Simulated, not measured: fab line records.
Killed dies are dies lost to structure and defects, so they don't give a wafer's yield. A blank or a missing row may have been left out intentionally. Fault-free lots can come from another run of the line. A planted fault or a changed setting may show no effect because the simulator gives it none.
Which tool is to blame? / flow n5 finfet / 18 wafers from 6 lots sampled at 3 of the route's 1938 steps

WHAT THE GAUGES SHOWED, per wafer
N5_BEOL_M15_THK_MEAS_50: measures by xrf.
lot=L998; measured=day 11 20:04; on=film metro-01; M15_THK (nm)=837 869 868
lot=L102; measured=day 12 12:38; on=film metro-02; M15_THK (nm)=892 844 856
lot=L105; measured=day 13 04:01; on=film metro-01; M15_THK (nm)=853 835 876
lot=L109; measured=day 15 00:49; on=film metro-02; M15_THK (nm)=830 845 844
lot=L112; measured=day 15 03:40; on=film metro-01; M15_THK (nm)=846 842 819
lot=L120; measured=day 17 11:35; on=film metro-01; M15_THK (nm)=818 841 820

EACH LOT AND THE TOOL THAT RAN IT (in order: tool; ch and the chambers of the sampled wafers; start)
lot=L998; N5_PMOS_HMC_CHANNEL_EPI_ETCH_38=rie si-01 ch 1,2, day 1 23:41; N5_BEOL_M15_DEGAS_41=pvd sputter-02, day 11 18:53
lot=L102; N5_PMOS_HMC_CHANNEL_EPI_ETCH_38=rie si-06 ch 0,2,3, day 3 00:22; N5_BEOL_M15_DEGAS_41=pvd sputter-02, day 12 10:55
lot=L105; N5_PMOS_HMC_CHANNEL_EPI_ETCH_38=rie si-06 ch 0,2,3, day 3 18:04; N5_BEOL_M15_DEGAS_41=pvd sputter-01, day 13 02:49
lot=L109; N5_PMOS_HMC_CHANNEL_EPI_ETCH_38=rie si-01 ch 0,1,3, day 4 18:52; N5_BEOL_M15_DEGAS_41=pvd sputter-02, day 14 23:38
lot=L112; N5_PMOS_HMC_CHANNEL_EPI_ETCH_38=rie si-01 ch 0,1,2, day 5 13:30; N5_BEOL_M15_DEGAS_41=pvd sputter-02, day 15 02:28
lot=L120; N5_PMOS_HMC_CHANNEL_EPI_ETCH_38=rie si-06 ch 2,3, day 7 11:47; N5_BEOL_M15_DEGAS_41=pvd sputter-01, day 17 09:56
- N5_PMOS_HMC_CHANNEL_EPI_ETCH_38: etches SiO2 in CF4, target depth 1.5 nm.
- N5_BEOL_M15_DEGAS_41: time 60 s.

THE ANSWER, worked out from the rows above alone
Rule: usual is defined by the lots themselves. The widest of any qualifying gaps counts: lots, ordered by their means at a reading, are off when they make up no more than a third of the lots, leave a main group of 4 or more, and stand apart from it by 3 or more times the standard deviation of that group's means. A main group whose means are all the same, to the digits that the tables above print for the reading, isn't used. Also off: a lot with no number at a reading for which 4 or more lots have one. The other lots that the step has rows for count as sound.
Across all readings shown, no lot is off: no conclusion can be drawn from this.

WHAT HAD BEEN PUT IN BY THE SIMULATOR
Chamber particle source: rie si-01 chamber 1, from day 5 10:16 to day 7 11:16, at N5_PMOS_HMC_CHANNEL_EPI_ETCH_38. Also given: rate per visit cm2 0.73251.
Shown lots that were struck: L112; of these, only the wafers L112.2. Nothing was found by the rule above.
